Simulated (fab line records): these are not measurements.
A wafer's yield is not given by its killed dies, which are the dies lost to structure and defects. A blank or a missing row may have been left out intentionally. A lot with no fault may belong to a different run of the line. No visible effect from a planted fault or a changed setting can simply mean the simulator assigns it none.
8D (eight disciplines) problem report, filled in by code ; flow n5-finfet ; the parts of the form that need people (team, actions taken, sign-off) are left out

## 1. WHAT IS WRONG
N5_BEOL_M0_TRENCH_ETCH_107, rf-fwd-power-W: mean 433.9 W over 1 wafer from 1 lot; wafers with no fault: 348.9 W, standard deviation 1.8. That puts it +47 standard deviations away from the usual mean.
The step: etches SiOC in C4F6/O2, target depth 32.8 nm, time 16.4 s.
Seen first at day 11 06:43 on rie-diel-01, wafer L753.2. The record holds 27 wafers of 9 lots with a number at this step. The rule behind "out" and "out of limits": a value lying over 4 standard deviations away from the usual mean. All remaining wafers that have a number are taken as sound.

## 2. WHAT THIS IS AND IS NOT
question;is;is not
which readings at this step;rf-fwd-power-W, rf-vpp-V;drypump-motor-current-A, oes_o_777_au, oes-product-au, showerhead-plenum-p-Torr, throttle-valve-pct
which lots;L753;L734, L735, L736, L737, L738, L740, L741, L742
which wafers of those lots;L753.2;L753.3, L753.4
read on which tools;rie-diel-01;rie-diel-03, rie-diel-05
when;from day 11 06:43;up to then (26 sound wafers)

## 3. SUSPECTS, AND WHAT RULES EACH OUT
Counting: if a tool at a process step up to the reading ran every lot that is out, it stays a suspect. Sound lots after the first of them don't rule it out here, since some wafers of a struck lot are sound.
- rie-diel-06 at N5_BEOL_M0_SAQP_STRIP_75 (strips in CF4): kept. The lot that is out, L753, ran on it at day 11 05:23; the last sound lot it ran before that was L742, at day 8 19:11.
- rie-diel-03 at N5_BEOL_M0_STRIP_140 (strips in CF4): kept. The lot that is out, L753, ran on it at day 11 06:32; the last sound lot it ran before that was L737, at day 7 09:21.
- rie-diel-01 at N5_BEOL_M0_TRENCH_ETCH_107 (etches SiOC in C4F6/O2, target depth 32.8 nm, time 16.4 s): kept. The lot that is out, L753, ran on it at day 11 06:43; the last sound lot it ran before that was L740, at day 8 03:15. Its own readings are out on those wafers: rf-fwd-power-W, rf-vpp-V.
- rie-diel-06, N5_BEOL_M0_SAQP_STRIP_75: wafers that are out in chamber 1, sound lot-mates in chambers 0, 3.
- rie-diel-03, N5_BEOL_M0_STRIP_140: wafers that are out in chamber 2, sound lot-mates in chambers 0, 1.
- rie-diel-01, N5_BEOL_M0_TRENCH_ETCH_107: wafers that are out in chamber 1, sound lot-mates in chambers 0, 3.
Left after counting: rie-diel-06 at N5_BEOL_M0_SAQP_STRIP_75, rie-diel-03 at N5_BEOL_M0_STRIP_140, rie-diel-01 at N5_BEOL_M0_TRENCH_ETCH_107.

## 4. THE CAUSE (what the simulator had put in)
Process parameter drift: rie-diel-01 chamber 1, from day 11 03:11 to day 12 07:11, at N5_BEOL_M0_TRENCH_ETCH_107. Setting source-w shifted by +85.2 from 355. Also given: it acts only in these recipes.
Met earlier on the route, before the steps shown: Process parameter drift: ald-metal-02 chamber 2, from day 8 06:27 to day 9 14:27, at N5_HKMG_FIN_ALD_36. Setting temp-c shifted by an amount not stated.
After counting, 3 suspects remain, this tool included.

## 5. SEQUENCE OF EFFECTS, ordered by route
Each row: a reading whose mean over the struck wafers that have a number lies more than 3 standard deviations from the usual. Only readings for which the record gives a usual standard deviation are gone through. hours: the time from each lot's start at the first step in this table that gives one to its start at this step, as a median over the lots. sigmas: the change in usual standard deviations.
hours;step;reading;usual;on struck wafers;change;sigmas
0;N5_BEOL_M0_TRENCH_ETCH_107;rf-fwd-power-W;348.9 W;433.9;+85.0;+47
0;N5_BEOL_M0_TRENCH_ETCH_107;rf-vpp-V;667 V;571;-96;-4.6
Its process steps:
- N5_BEOL_M0_TRENCH_ETCH_107: etches SiOC in C4F6/O2, target depth 32.8 nm, time 16.4 s.
Later steps that measure or inspect, where all struck wafers having a row at the step show a number for every such reading and not one has moved that far: N5_BEOL_M4_RC_MEAS_101.

## 6. WHAT WOULD HAVE CAUGHT IT SOONER
In this record no reading fell out of limits until day 11 06:43, 4 hours after the fault had begun at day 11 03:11.
